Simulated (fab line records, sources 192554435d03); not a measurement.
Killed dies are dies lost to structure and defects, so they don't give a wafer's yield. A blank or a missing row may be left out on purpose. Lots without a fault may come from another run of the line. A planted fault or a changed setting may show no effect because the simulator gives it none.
fab line records | flow n5_finfet
record lots=5 wafers=15 last_day=16
route steps=1938 shown BEOL_M8@1358
lots that met no fault: from a run of the same line without faults
start_h: hours from the record's first day to the start of the lot's first wafer shown | wait_h: hours since the lot's step before | " the same as in the row above | L1.1+2: a row that stands for several wafers | - no value, or no start given | * or withheld: withheld | < > ~ a bound
route shown NAME@n: a module of which the file shows steps, and the number in the route of the first | usual: mean/standard deviation of fault-free wafers | same: alike in all rows | chamber/n: place in a boat | sites: the reading at each site | _std_site: their standard deviation | _edge_site: outer sites' mean less inner sites' | radius_mm: how far each site lies from the wafer's centre | mask NAME#n: copy n | behind: the tool/chamber that last shaped the wafer | hold: why the lot was held/for how many hours/how that ended | device: the transistor (n, p or np) that didn't switch | end of line: the same wafers' tests at the end of the route | a step without rows: its recipe alone | killed: dies lost to structure and defects at the first sort, not the wafer's yield | map: a wafer's dies, x killed, . not, _ none there
set.NAME: the setting as run; set.NAME@STEP: as run at that earlier step | model.NAME: the simulator's own value behind a step, which no gauge read
lots at some steps of the route; a table a step, a row a wafer
services: from which hour (start_h, from the record's first day; less than 0 if before it) a tool's chamber was out of use, for how many hours, and why
## steps
# step N5_BEOL_M8_COAT_71
# recipe resist=underlayer temp_c=205 time_s=60 spin_rpm=1500 resist_thk_nm=5
# usual dispense_pressure_kPa=47.5/1.4 resist_line_temp_C=22.99/0.093 spin_speed_rpm=1499.9/0.98
# columns lot.wafer tool chamber start_h wait_h dispense_pressure_kPa resist_line_temp_C spin_speed_rpm
L074.4 litho_track-03 0 - - 49.1 23.10 1499.8
L074.5 " 0 " " 49.0 23.30 1498.5
L074.6 " 0 " " 49.1 23.11 1499.4
L080.1 litho_track-04 0 - - 47.8 22.95 1498.7
L080.3 " 0 " " 47.8 22.97 1499.7
L080.4 " 0 " " 47.8 22.91 1499.5
L087.1 litho_track-02 0 - - 45.4 22.99 1499.9
L087.2 " 0 " " 45.4 22.89 1499.3
L087.4 " 0 " " 45.5 22.89 1498.0
L089.2 litho_track-03 0 - - 49.1 23.07 1499.4
L089.4 " 0 " " 49.1 22.83 1499.8
L089.5 " 0 " " 49.1 23.18 1498.9
L091.2 litho_track-04 0 - - 47.7 22.90 1500.1
L091.3 " 0 " " 47.7 22.96 1500.0
L091.4 " 0 " " 47.7 22.97 1501.3
# step N5_BEOL_M8_COAT_22
# recipe resist=CAR-EUV spin_rpm=1500 resist_thk_nm=30
# usual dispense_pressure_kPa=47.5/1.5 resist_line_temp_C=23.02/0.093 spin_speed_rpm=1500.0/0.96
# columns lot.wafer tool chamber start_h wait_h dispense_pressure_kPa resist_line_temp_C spin_speed_rpm
L074.4 litho_track-03 0 - - 49.2 23.17 1499.9
L074.5 " 0 " " 49.2 23.03 1499.0
L074.6 " 0 " " 49.1 22.99 1499.3
L080.1 litho_track-04 0 - - 47.7 23.02 1500.0
L080.3 " 0 " " 47.7 22.95 1500.4
L080.4 " 0 " " 47.7 23.00 1499.1
L087.1 litho_track-02 0 - - 45.3 22.99 1499.8
L087.2 " 0 " " 45.4 23.15 1500.8
L087.4 " 0 " " 45.4 23.05 1500.9
L089.2 litho_track-03 0 - - 49.1 23.07 1500.2
L089.4 " 0 " " 49.2 23.04 1500.4
L089.5 " 0 " " 49.1 22.95 1499.8
L091.2 litho_track-04 0 - - 47.7 23.08 1498.5
L091.3 " 0 " " 47.7 23.01 1498.3
L091.4 " 0 " " 47.7 23.04 1499.2
# step N5_BEOL_M8_EBR_24
# recipe solvent=PGMEA ebr_width_mm=1.5
# usual resist_line_temp_C=23.01/0.095
# columns lot.wafer tool chamber start_h wait_h resist_line_temp_C
L074.4 litho_track-03 0 - - 22.96
L074.5 " 0 " " 22.92
L074.6 " 0 " " 23.11
L080.1 litho_track-04 0 - - 23.04
L080.3 " 0 " " 22.88
L080.4 " 0 " " 22.96
L087.1 litho_track-02 0 - - 23.10
L087.2 " 0 " " 23.03
L087.4 " 0 " " 23.10
L089.2 litho_track-03 0 - - 23.03
L089.4 " 0 " " 23.02
L089.5 " 0 " " 23.02
L091.2 litho_track-04 0 - - 22.99
L091.3 " 0 " " 23.07
L091.4 " 0 " " 22.98
# step N5_BEOL_M8_SOFTBAKE_23
# recipe temp_c=110 time_s=60 resist=CAR-EUV
# usual resist_line_temp_C=22.99/0.093
# columns lot.wafer tool chamber start_h wait_h resist_line_temp_C
L074.4 litho_track-03 0 - - 23.11
L074.5 " 0 " " 22.93
L074.6 " 0 " " 22.98
L080.1 litho_track-04 0 - - 22.97
L080.3 " 0 " " 22.97
L080.4 " 0 " " 22.95
L087.1 litho_track-02 0 - - 23.16
L087.2 " 0 " " 22.92
L087.4 " 0 " " 22.99
L089.2 litho_track-03 0 - - 23.04
L089.4 " 0 " " 23.05
L089.5 " 0 " " 23.03
L091.2 litho_track-04 0 - - 22.87
L091.3 " 0 " " 22.92
L091.4 " 0 " " 23.02
# step N5_BEOL_M8_EXPOSE_25
# recipe mask_id=V7 na=0.33 source_shape=annular sigma_inner=0.4 sigma_outer=0.8 polarization=unpolarized target_cd_nm=40 dose_mj=42.5
# usual reticle_temp_C=23.01/0.12
# same na=0.33
# columns lot.wafer tool chamber start_h wait_h mask reticle_temp_C
L074.4 euv_scanner-01 0 205.96 - V7#0 23.13
L074.5 " 0 " " V7#0 23.06
L074.6 " 0 " " V7#0 23.03
L080.1 euv_scanner-01 0 242.88 - V7#0 23.06
L080.3 " 0 " " V7#0 23.06
L080.4 " 0 " " V7#0 22.93
L087.1 euv_scanner-01 0 280.92 - V7#0 23.06
L087.2 " 0 " " V7#0 23.15
L087.4 " 0 " " V7#0 23.10
L089.2 euv_scanner-02 0 288.90 - V7#0 23.06
L089.4 " 0 " " V7#0 23.10
L089.5 " 0 " " V7#0 23.02
L091.2 euv_scanner-02 0 305.21 - V7#0 23.17
L091.3 " 0 " " V7#0 23.18
L091.4 " 0 " " V7#0 22.98
# step N5_BEOL_M8_PEB_26
# recipe peb_temp_c=100 peb_time_s=60 resist=CAR-EUV
# usual resist_line_temp_C=22.99/0.1
# columns lot.wafer tool chamber start_h wait_h resist_line_temp_C
L074.4 litho_track-03 0 206.00 0.0 23.05
L074.5 " 0 " " 22.94
L074.6 " 0 " " 22.97
L080.1 litho_track-04 0 242.94 0.1 23.15
L080.3 " 0 " " 23.25
L080.4 " 0 " " 23.16
L087.1 litho_track-04 0 280.99 0.1 23.11
L087.2 " 0 " " 22.94
L087.4 " 0 " " 23.31
L089.2 litho_track-04 0 288.96 0.1 23.09
L089.4 " 0 " " 23.05
L089.5 " 0 " " 23.05
L091.2 litho_track-02 0 305.27 0.1 23.07
L091.3 " 0 " " 23.09
L091.4 " 0 " " 22.89
# step N5_BEOL_M8_DEVELOP_27
# recipe develop_time_s=30 developer=TMAH resist=CAR-EUV rinse_liquid=surfactant_rinse dry=air_spin dev_temp_c=23
# usual resist_line_temp_C=23.02/0.095
# columns lot.wafer tool chamber start_h wait_h resist_line_temp_C
L074.4 litho_track-03 0 - - 22.94
L074.5 " 0 " " 23.05
L074.6 " 0 " " 23.15
L080.1 litho_track-04 0 - - 22.94
L080.3 " 0 " " 22.93
L080.4 " 0 " " 23.02
L087.1 litho_track-04 0 - - 22.96
L087.2 " 0 " " 23.07
L087.4 " 0 " " 22.90
L089.2 litho_track-04 0 - - 23.00
L089.4 " 0 " " 23.07
L089.5 " 0 " " 23.12
L091.2 litho_track-02 0 - - 23.07
L091.3 " 0 " " 23.03
L091.4 " 0 " " 23.08
# step N5_BEOL_M8_CD_MEAS_28
# recipe target_cd_nm=40 landing_energy_ev=500 detector=se_inlens
# usual cd_nm=39.95/0.22
# columns lot.wafer tool chamber start_h wait_h cd_nm
L074.4 cd_sem-01 0 206.07 - 39.70
L074.5 " 0 " " 39.93
L074.6 " 0 " " 39.49
L080.1 cd_sem-03 0 243.01 - 39.84
L080.3 " 0 " " 40.09
L080.4 " 0 " " 39.99
L087.1 cd_sem-01 0 281.05 - 39.94
L087.2 " 0 " " 39.96
L087.4 " 0 " " 39.80
L089.2 cd_sem-01 0 289.03 - 39.67
L089.4 " 0 " " 39.90
L089.5 " 0 " " 39.84
L091.2 cd_sem-03 0 305.34 - 39.88
L091.3 " 0 " " 40.24
L091.4 " 0 " " 40.01
# step N5_BEOL_M8_OVL_MEAS_29
# recipe points_per_wafer=522
# usual V7_OVL=0.3/0.65
# columns lot.wafer tool chamber start_h wait_h V7_OVL[nm]
L074.4 overlay-01 0 206.15 0.1 0.2
L074.5 " 0 " " -0.7
L074.6 " 0 " " -0.2
L080.1 overlay-02 0 243.04 0.0 0.8
L080.3 " 0 " " 0.6
L080.4 " 0 " " 0.4
L087.1 overlay-02 0 281.09 0.0 -0.3
L087.2 " 0 " " -0.2
L087.4 " 0 " " -0.5
L089.2 overlay-02 0 289.06 0.0 0.3
L089.4 " 0 " " 0.8
L089.5 " 0 " " 1.3
L091.2 overlay-01 0 305.38 0.0 0.1
L091.3 " 0 " " 0.0
L091.4 " 0 " " 1.1
# step N5_BEOL_M8_INSPECT_30
# recipe mode=adi inspect_instrument=brightfield
# usual raw_defect_count=400/85
# columns lot.wafer tool chamber start_h wait_h raw_defect_count
L074.4 defect_inspect-02 - 206.19 0.0 287
L074.5 " - " " 328
L074.6 " - " " 475
L080.1 defect_inspect-01 - 243.10 0.1 292
L080.3 " - " " 383
L080.4 " - " " 432
L087.1 defect_inspect-02 - 281.14 0.1 499
L087.2 " - " " 339
L087.4 " - " " 425
L089.2 defect_inspect-02 - 289.11 0.0 514
L089.4 " - " " 360
L089.5 " - " " 480
L091.2 defect_inspect-02 - 305.43 0.0 296
L091.3 " - " " 456
L091.4 " - " " 309
# step N5_BEOL_M8_DESCUM_33
# recipe chemistry=O2 time_s=7 source_power_w=50 bias_power_w=20 pressure_mtorr=20 rf_frequency_hz=2.712e+07 temp_c=40 resist=CAR-EUV o2_flow_sccm=225
# usual drypump_motor_current_A=5.6/0.49 oes_product_au=0.81/0.087 rf_vpp_V=243.1/1.3 showerhead_plenum_p_Torr=2.09/0.066 throttle_valve_pct=20.39/0.2
# columns lot.wafer tool chamber start_h wait_h drypump_motor_current_A oes_product_au rf_hours_counter_h rf_vpp_V showerhead_plenum_p_Torr throttle_valve_pct
L074.4 rie_diel-01 0 206.28 0.1 5.4 0.94 20 244.1 2.15 20.64
L074.5 " 3 " " 5.8 0.89 - 244.3 2.14 20.38
L074.6 " 0 " " 5.4 0.94 - 242.7 2.15 20.65
L080.1 rie_diel-04 3 243.70 0.6 5.6 0.72 214 240.8 1.98 20.23
L080.3 " 0 " " 5.6 0.94 9 242.2 2.06 20.54
L080.4 " 2 " " 6.5 0.89 35 245.5 2.22 20.35
L087.1 rie_diel-01 3 281.41 0.3 5.8 0.85 68 244.3 2.13 20.41
L087.2 " 0 " " 5.3 0.88 46 244.5 2.14 20.70
L087.4 " 2 " " 5.5 0.70 214 243.3 2.07 20.31
L089.2 rie_diel-01 3 289.15 0.0 5.8 0.84 71 242.3 2.13 20.41
L089.4 " 0 " " 5.3 0.88 50 243.8 2.13 20.71
L089.5 " 0 " " 5.3 0.87 - 243.7 2.13 20.68
L091.2 rie_diel-06 2 305.46 0.0 5.4 0.86 51 241.9 2.04 20.31
L091.3 " 0 " " 5.5 0.71 192 243.7 2.16 20.63
L091.4 " 0 " " 5.5 0.71 - 244.4 2.16 20.63
# step N5_BEOL_M8_ETCH_72
# recipe chemistry=N2/H2 target=underlayer target_depth_a=65 mask_material=CAR-EUV time_s=5.2 ion_energy_ev=200 pressure_mtorr=30 source_w=840 bias_w=150 n2_flow_sccm=200 h2_flow_sccm=200 ends=cleared
# usual drypump_motor_current_A=5.6/0.49 etch_rf_on_time_s=5.19/0.075 oes_product_au=0.69/0.073 rf_vpp_V=523.9/2.3 showerhead_plenum_p_Torr=2.54/0.08 throttle_valve_pct=17.84/0.16
# columns lot.wafer tool chamber start_h wait_h drypump_motor_current_A etch_rf_on_time_s oes_product_au rf_hours_counter_h rf_vpp_V showerhead_plenum_p_Torr throttle_valve_pct
L074.4 rie_diel-01 0 206.31 0.0 5.4 5.06 0.78 20 526.3 2.61 18.05
L074.5 " 3 " " 5.8 5.26 0.75 - 524.9 2.60 17.71
L074.6 " 0 " " 5.4 5.06 0.80 - 525.1 2.61 18.05
L080.1 rie_diel-04 3 243.73 0.0 5.6 5.10 0.62 214 520.5 2.41 17.69
L080.3 " 0 " " 5.6 5.03 0.81 9 522.7 2.50 17.92
L080.4 " 2 " " 6.5 5.18 0.76 35 528.8 2.71 17.89
L087.1 rie_diel-01 3 281.44 0.0 5.8 5.26 0.72 68 524.4 2.59 17.75
L087.2 " 0 " " 5.4 5.09 0.75 46 524.1 2.60 18.10
L087.4 " 2 " " 5.5 5.24 0.59 214 522.4 2.51 17.82
L089.2 rie_diel-01 3 289.18 0.0 5.8 5.24 0.71 71 523.5 2.58 17.77
L089.4 " 0 " " 5.4 5.13 0.73 50 525.3 2.60 18.11
L089.5 " 0 " " 5.3 5.12 0.74 - 525.0 2.60 18.10
L091.2 rie_diel-06 2 305.50 0.0 5.4 5.21 0.73 51 521.8 2.48 17.73
L091.3 " 0 " " 5.5 5.21 0.62 192 526.7 2.63 18.05
L091.4 " 0 " " 5.6 5.23 0.61 - 525.4 2.63 18.06
## services
# columns tool chamber start_h hours kind
euv_scanner-01 - 187.82 0.5 repair
euv_scanner-02 0 202.00 - calibration
rie_diel-04 0 204.28 - clean
rie_diel-04 0 204.28 - consumable_replace:focus_ring
rie_diel-04 0 204.28 17.3 scheduled_down
rie_diel-04 0 204.28 17.3 vent_cycle
euv_scanner-02 - 212.96 1.0 pm
rie_diel-04 1 217.32 5.2 repair
euv_scanner-01 - 219.89 1.0 pm
rie_diel-06 1 242.35 55.8 repair
euv_scanner-01 - 260.61 12.0 pm
rie_diel-04 0 265.68 8.2 repair
rie_diel-06 2 272.24 7.4 repair
euv_scanner-02 - 272.61 1.0 pm
euv_scanner-01 - 276.04 1.0 pm
euv_scanner-02 - 278.69 4.6 pm
rie_diel-04 1 282.28 - clean
rie_diel-04 1 282.28 - consumable_replace:focus_ring
rie_diel-04 1 282.28 15.7 scheduled_down
rie_diel-04 1 282.28 15.7 vent_cycle
euv_scanner-01 - 287.04 4.6 pm
rie_diel-06 1 298.26 - clean
rie_diel-06 1 298.26 - consumable_replace:focus_ring
rie_diel-04 2 302.97 9.8 repair
## key
fault none
